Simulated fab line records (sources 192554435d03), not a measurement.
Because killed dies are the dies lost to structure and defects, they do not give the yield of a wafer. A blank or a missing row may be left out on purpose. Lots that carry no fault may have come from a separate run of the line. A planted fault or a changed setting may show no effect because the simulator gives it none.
Matching of chambers :: flow n5-finfet :: N5_BEOL_M8_PECVD_70 on pecvd-03 has 3 sister chambers
The step deposits SiO2 from TEOS/O2, target thk 20 nm, time 22.7 s. 18 wafers are shown with their chamber, then 9 later ones without.

WAFERS PAIRED WITH THEIR CHAMBERS
wafer: L074.2
chamber: 0
throttle-valve-pct (%): 23.0
showerhead-plenum-p-Torr (Torr): 8.84
heater-power-w (W): 848

wafer: L074.3
chamber: 0
throttle-valve-pct (%): 22.9
showerhead-plenum-p-Torr (Torr): 8.83
heater-power-w (W): 832

wafer: L074.4
chamber: 2
throttle-valve-pct (%): 20.7
showerhead-plenum-p-Torr (Torr): 8.73
heater-power-w (W): 743

wafer: L079.1
chamber: 1
throttle-valve-pct (%): 24.5
showerhead-plenum-p-Torr (Torr): 8.82
heater-power-w (W): 695

wafer: L079.3
chamber: 0
throttle-valve-pct (%): 22.8
showerhead-plenum-p-Torr (Torr): 8.80
heater-power-w (W): 867

wafer: L079.5
chamber: 1
throttle-valve-pct (%): 24.8
showerhead-plenum-p-Torr (Torr): 8.84
heater-power-w (W): 700

wafer: L080.2
chamber: 0
throttle-valve-pct (%): 23.1
showerhead-plenum-p-Torr (Torr): 8.82
heater-power-w (W): 847

wafer: L080.5
chamber: 0
throttle-valve-pct (%): 23.2
showerhead-plenum-p-Torr (Torr): 8.84
heater-power-w (W): 880

wafer: L080.6
chamber: 1
throttle-valve-pct (%): 24.5
showerhead-plenum-p-Torr (Torr): 8.81
heater-power-w (W): 706

wafer: L082.1
chamber: 0
throttle-valve-pct (%): 22.9
showerhead-plenum-p-Torr (Torr): 8.81
heater-power-w (W): 873

wafer: L082.3
chamber: 2
throttle-valve-pct (%): 20.9
showerhead-plenum-p-Torr (Torr): 8.71
heater-power-w (W): 780

wafer: L082.5
chamber: 0
throttle-valve-pct (%): 22.7
showerhead-plenum-p-Torr (Torr): 8.84
heater-power-w (W): 883

wafer: L085.2
chamber: 2
throttle-valve-pct (%): 20.8
showerhead-plenum-p-Torr (Torr): 8.71
heater-power-w (W): 642

wafer: L085.5
chamber: 0
throttle-valve-pct (%): 23.0
showerhead-plenum-p-Torr (Torr): 8.83
heater-power-w (W): 783

wafer: L085.6
chamber: 2
throttle-valve-pct (%): 21.3
showerhead-plenum-p-Torr (Torr): 8.72
heater-power-w (W): 654

wafer: L090.1
chamber: 1
throttle-valve-pct (%): 24.4
showerhead-plenum-p-Torr (Torr): 8.83
heater-power-w (W): 720

wafer: L090.2
chamber: 0
throttle-valve-pct (%): 22.8
showerhead-plenum-p-Torr (Torr): 8.79
heater-power-w (W): 809

wafer: L090.3
chamber: 2
throttle-valve-pct (%): 20.9
showerhead-plenum-p-Torr (Torr): 8.71
heater-power-w (W): 681

SIGNATURES (averages over the wafers above)
reading: throttle-valve-pct
chamber 0: 22.933
chamber 1: 24.550
chamber 2: 20.920
scatter within a chamber: 0.182

reading: showerhead-plenum-p-Torr
chamber 0: 8.8222
chamber 1: 8.8250
chamber 2: 8.7160
scatter within a chamber: 0.0154

reading: heater-power-w
chamber 0: 846.89
chamber 1: 705.25
chamber 2: 700.00
scatter within a chamber: 39.7
Rule: for a wafer and a chamber, the distance is found by dividing, reading by reading, the gap between the wafer's reading and the chamber's mean by the reading's scatter, squaring, summing and taking the root. The wafer belongs to the nearest chamber; if the next one is less than 2 further off, it can't be placed. The scatter: the root of (the sum of the squares of (reading less its chamber's mean) over the shown wafers, divided by (wafers less chambers)).

WAFERS WITHOUT THEIR CHAMBER
wafer: L089.1
throttle-valve-pct (%): 20.9
showerhead-plenum-p-Torr (Torr): 8.71
heater-power-w (W): 755

wafer: L089.2
throttle-valve-pct (%): 23.4
showerhead-plenum-p-Torr (Torr): 8.82
heater-power-w (W): 906

wafer: L089.4
throttle-valve-pct (%): 21.0
showerhead-plenum-p-Torr (Torr): 8.73
heater-power-w (W): 805

wafer: L097.1
throttle-valve-pct (%): 23.3
showerhead-plenum-p-Torr (Torr): 8.82
heater-power-w (W): 837

wafer: L097.3
throttle-valve-pct (%): 24.6
showerhead-plenum-p-Torr (Torr): 8.79
heater-power-w (W): 712

wafer: L097.6
throttle-valve-pct (%): 24.5
showerhead-plenum-p-Torr (Torr): 8.81
heater-power-w (W): 716

wafer: L091.3
throttle-valve-pct (%): 21.0
showerhead-plenum-p-Torr (Torr): 8.70
heater-power-w (W): 774

wafer: L091.4
throttle-valve-pct (%): 21.0
showerhead-plenum-p-Torr (Torr): 8.73
heater-power-w (W): 801

wafer: L091.6
throttle-valve-pct (%): 23.1
showerhead-plenum-p-Torr (Torr): 8.82
heater-power-w (W): 847

EACH ONE'S CHAMBER
wafer: L089.1
from the rows above: 2
in truth: 2

wafer: L089.2
from the rows above: 0
in truth: 0

wafer: L089.4
from the rows above: 2
in truth: 2

wafer: L097.1
from the rows above: 0
in truth: 0

wafer: L097.3
from the rows above: 1
in truth: 1

wafer: L097.6
from the rows above: 1
in truth: 1

wafer: L091.3
from the rows above: 2
in truth: 2

wafer: L091.4
from the rows above: 2
in truth: 2

wafer: L091.6
from the rows above: 0
in truth: 0
Correct placement for 9 of the 9. Number that these rows cannot place: 0. Wrongly placed: 0.
